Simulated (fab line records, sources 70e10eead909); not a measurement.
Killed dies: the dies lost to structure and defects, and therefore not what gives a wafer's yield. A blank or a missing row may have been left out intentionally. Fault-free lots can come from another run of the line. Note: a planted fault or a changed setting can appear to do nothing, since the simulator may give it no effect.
Chamber matching :: flow nand_harc :: 3 sister chambers for NHARC_A_CONTACT_DEP_58 on pecvd-01
The step deposits SiON, target thk 90 nm. 16 wafers are shown with their chamber, then 7 later ones without.

WAFERS WITH THEIR CHAMBER
wafer: L183.1
chamber: 1
heater_power_w (W): 833

wafer: L183.4
chamber: 2
heater_power_w (W): 917

wafer: L183.5
chamber: 1
heater_power_w (W): 861

wafer: L182.1
chamber: 0
heater_power_w (W): 682

wafer: L182.4
chamber: 1
heater_power_w (W): 690

wafer: L182.5
chamber: 2
heater_power_w (W): 872

wafer: L184.2
chamber: 1
heater_power_w (W): 834

wafer: L184.4
chamber: 0
heater_power_w (W): 615

wafer: L184.5
chamber: 2
heater_power_w (W): 829

wafer: L185.1
chamber: 1
heater_power_w (W): 725

wafer: L185.2
chamber: 0
heater_power_w (W): 714

wafer: L185.6
chamber: 2
heater_power_w (W): 868

wafer: L186.2
chamber: 1
heater_power_w (W): 805

wafer: L186.4
chamber: 0
heater_power_w (W): 711

wafer: L186.5
chamber: 2
heater_power_w (W): 803

wafer: L187.1
chamber: 0
heater_power_w (W): 658

SIGNATURES (averages over the wafers above)
reading: heater_power_w
chamber 0: 676.00
chamber 1: 791.33
chamber 2: 857.80
scatter within a chamber: 53.8
Rule: for each reading, subtract the chamber's mean from the wafer's reading, divide by that reading's scatter and square the result; add these up over the readings and take the root, which gives the wafer's distance from the chamber. If the next closest chamber is less than 2 further off than the closest, the wafer can't be placed; otherwise it belongs to the closest. The scatter: the root of (the sum of the squares of (reading less its chamber's mean) over the shown wafers, divided by (wafers less chambers)).

WAFERS WHOSE CHAMBER IS MISSING
wafer: L187.2
heater_power_w (W): 853

wafer: L187.6
heater_power_w (W): 834

wafer: L189.3
heater_power_w (W): 784

wafer: L189.5
heater_power_w (W): 794

wafer: L197.2
heater_power_w (W): 861

wafer: L197.4
heater_power_w (W): 798

wafer: L197.5
heater_power_w (W): 671

EACH ONE'S CHAMBER
wafer: L187.2
from the rows above: can't be placed: 2 or 1
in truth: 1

wafer: L187.6
from the rows above: can't be placed: 2 or 1
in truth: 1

wafer: L189.3
from the rows above: can't be placed: 1 or 2 or 0
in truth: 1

wafer: L189.5
from the rows above: can't be placed: 1 or 2
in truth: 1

wafer: L197.2
from the rows above: can't be placed: 2 or 1
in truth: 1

wafer: L197.4
from the rows above: can't be placed: 1 or 2
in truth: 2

wafer: L197.5
from the rows above: 0
in truth: 0
Correctly placed: 1 of 7. Unplaceable from these rows: 6, with the true chamber sitting among the candidates in 6. Placed wrongly: 0.
